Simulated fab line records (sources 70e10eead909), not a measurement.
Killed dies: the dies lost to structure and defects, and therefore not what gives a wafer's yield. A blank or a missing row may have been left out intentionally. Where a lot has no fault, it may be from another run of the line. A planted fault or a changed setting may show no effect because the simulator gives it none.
Matching of chambers	flow nand_harc	4 sister chambers for NHARC_A_STAIRCASE_TRIM_196 on rie_diel-01
The step chemistry O2, time 211.2 s. 8 wafers are shown with their chamber, then 9 later ones without.

== WAFERS WITH THEIR CHAMBER ==
wafer	chamber	showerhead_plenum_p_Torr (Torr)	drypump_motor_current_A (A)
L076.1	0	3.79	6.0
L080.3	2	3.49	5.5
L080.6	2	3.49	5.6
L086.2	3	3.60	5.1
L086.3	0	3.78	6.0
L090.2	3	3.60	5.0
L090.3	1	3.53	5.7
L090.6	1	3.53	5.7

== WAFERS WITHOUT THEIR CHAMBER ==
wafer	showerhead_plenum_p_Torr (Torr)	drypump_motor_current_A (A)
L090.1	3.78	6.0
L090.4	3.48	5.5
L090.5	3.48	5.5
L091.3	3.77	6.0
L091.4	3.48	5.6
L091.6	3.53	5.7
L094.1	3.48	5.5
L094.4	3.77	6.0
L094.6	3.48	5.6

== THE CHAMBER EACH PASSED THROUGH ==
wafer	from the rows above	in truth
L090.1	0	0
L090.4	2	2
L090.5	2	2
L091.3	0	0
L091.4	2	2
L091.6	1	1
L094.1	2	2
L094.4	0	0
L094.6	2	2
Correctly placed: 9 of 9. From these rows, 0 cannot be placed. Wrongly placed: 0.
How it was worked out, from the rows above alone: a wafer's distance from a chamber is the root of the sum, over the readings, of the square of ((its reading less the chamber's mean) divided by the reading's scatter). If the next closest chamber is less than 2 further off than the closest, the wafer can't be placed; otherwise it belongs to the closest. Each chamber's mean is taken over the wafers shown for it. The scatter: the root of (the sum of the squares of (reading less its chamber's mean) over the shown wafers, divided by (wafers less chambers)).
